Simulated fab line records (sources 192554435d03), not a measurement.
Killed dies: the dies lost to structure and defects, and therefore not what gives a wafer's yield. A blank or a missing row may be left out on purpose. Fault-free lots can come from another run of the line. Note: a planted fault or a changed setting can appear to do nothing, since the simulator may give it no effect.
One fault through the eyes of 2 desks || flow n5-finfet || numbers are kept per desk, each desk with only its own; the story behind them comes last

AT THE METROLOGY DESK
Lot by lot, what the gauges showed, no matter which tool ran the lot: averages of those sampled wafers that carry a number. If a lot's mean is further than 4 standard deviations from the usual mean, the lot is out of limits and carries the mark OUT (the distance appears in the brackets). It has 12 readings; the 7 that lie furthest out on some lot are the ones shown.
Columns: A = thk-nm at N5_STI_FIN_REVEAL_THK_MEAS_05, usual 132.1 nm; B = DIBL_P at N5_BEOL_M4_RC_MEAS_101, usual 36.2 mV/V; C = IOFF_N at N5_BEOL_M4_RC_MEAS_101, usual 0.16 nA/um; D = IOFF_P at N5_BEOL_M4_RC_MEAS_101, usual 0.21 nA/um; E = SS_P at N5_BEOL_M4_RC_MEAS_101, usual 73.4 mV/dec; F = VT_N at N5_BEOL_M4_RC_MEAS_101, usual 251 mV; G = VT_P at N5_BEOL_M4_RC_MEAS_101, usual -250 mV
{"lot": "L404", "first seen here": "day 2 02:20", "A": 131.1, "B": 34.3, "C": 0.14, "D": 0.21, "E": 72.6, "F": 252, "G": -246}
{"lot": "L407", "first seen here": "day 2 21:23", "A": 133.8, "B": 37.6, "C": 0.16, "D": 0.22, "E": 73.6, "F": 251, "G": -248}
{"lot": "L414", "first seen here": "day 4 17:24", "A": 132.2, "B": 35.4, "C": 0.14, "D": 0.20, "E": 73.1, "F": 251, "G": -251}
{"lot": "L415", "first seen here": "day 4 22:04", "A": 132.8, "B": 34.2, "C": 0.14, "D": 0.18, "E": 73.0, "F": 253, "G": -254}
{"lot": "L417", "first seen here": "day 5 10:41", "A": 130.2, "B": 37.5, "C": 0.16, "D": 0.23, "E": 73.6, "F": 251, "G": -246}
{"lot": "L420", "first seen here": "day 6 05:02", "A": 129.3, "B": 35.6, "C": 0.17, "D": 0.20, "E": 73.4, "F": 248, "G": -252}
{"lot": "L423", "first seen here": "day 6 22:02", "A": 132.8, "B": 31.1, "C": 0.10, "D": 0.15, "E": 71.9, "F": 258, "G": -255}
{"lot": "L424", "first seen here": "day 7 03:49", "A": 132.6, "B": 36.9, "C": 0.16, "D": 0.23, "E": 73.3, "F": 250, "G": -249}
{"lot": "L425", "first seen here": "day 7 08:46", "A": 133.1, "B": 36.4, "C": 0.19, "D": 0.26, "E": 73.5, "F": 248, "G": -247}
{"lot": "L426", "first seen here": "day 7 15:15", "A": 134.0, "B": 37.8, "C": 0.19, "D": 0.25, "E": 73.6, "F": 249, "G": -247}
Result from this desk: across the 10 lots, nothing is out of limits.

TOOL OWNER'S DESK, cmp-02
The tool's own readings at N5_STI_FIN_REVEAL_CMP_04 (polishes, stops on Si3N4, t overpolish 4 s, target thk 131.83 nm): means of the sampled wafers that have a number, for each lot that ran on this tool. If a lot's mean is further than 4 standard deviations from the usual mean, the lot is out of limits and carries the mark OUT (the distance appears in the brackets).
Columns: A = motor-current-A at N5_STI_FIN_REVEAL_CMP_04, usual 8.2 A; B = overpolish-run-s at N5_STI_FIN_REVEAL_CMP_04, usual 4.001 s; C = platen-rpm at N5_STI_FIN_REVEAL_CMP_04, usual 54.18 rpm; D = time-to-endpoint-s at N5_STI_FIN_REVEAL_CMP_04, usual 104 s
{"lot": "L407", "first seen here": "day 3 03:31", "A": 9.1, "B": 3.995, "C": 54.16, "D": 119}
{"lot": "L414", "first seen here": "day 4 23:32", "A": 9.0, "B": 3.996, "C": 54.18, "D": 100}
{"lot": "L417", "first seen here": "day 5 17:04", "A": 8.6, "B": 4.005, "C": 54.22, "D": "74 (-4.8) OUT"}
{"lot": "L420", "first seen here": "day 6 12:51", "A": 8.4, "B": 3.995, "C": 54.21, "D": "58 (-7.3) OUT"}
{"lot": "L423", "first seen here": "day 7 04:12", "A": 9.8, "B": 3.997, "C": 54.17, "D": 101}
This desk's verdict: out of limits on L417, L420, starting with L417 at day 5 17:04 (time-to-endpoint-s at N5_STI_FIN_REVEAL_CMP_04). In limits: L407, L414, L423.

PUT TOGETHER
On L417, L420, at day 5 17:04, an alarm was possible from the tool owner's desk.
The metrology desk saw nothing out of limits.
The metrology desk holds a record of L417, L420, inside its limits.
N5_STI_FIN_REVEAL_CMP_04 was run on cmp-02 by each of the lots named.

WHAT WAS PUT IN BY THE SIMULATOR
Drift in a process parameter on cmp-02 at N5_STI_FIN_REVEAL_CMP_04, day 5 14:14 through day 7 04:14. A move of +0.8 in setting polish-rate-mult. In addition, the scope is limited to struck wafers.
Struck lots among those shown: L417, L420.
Hours from the fault's start to each desk's first reading out of limits: the tool owner's desk, 3.
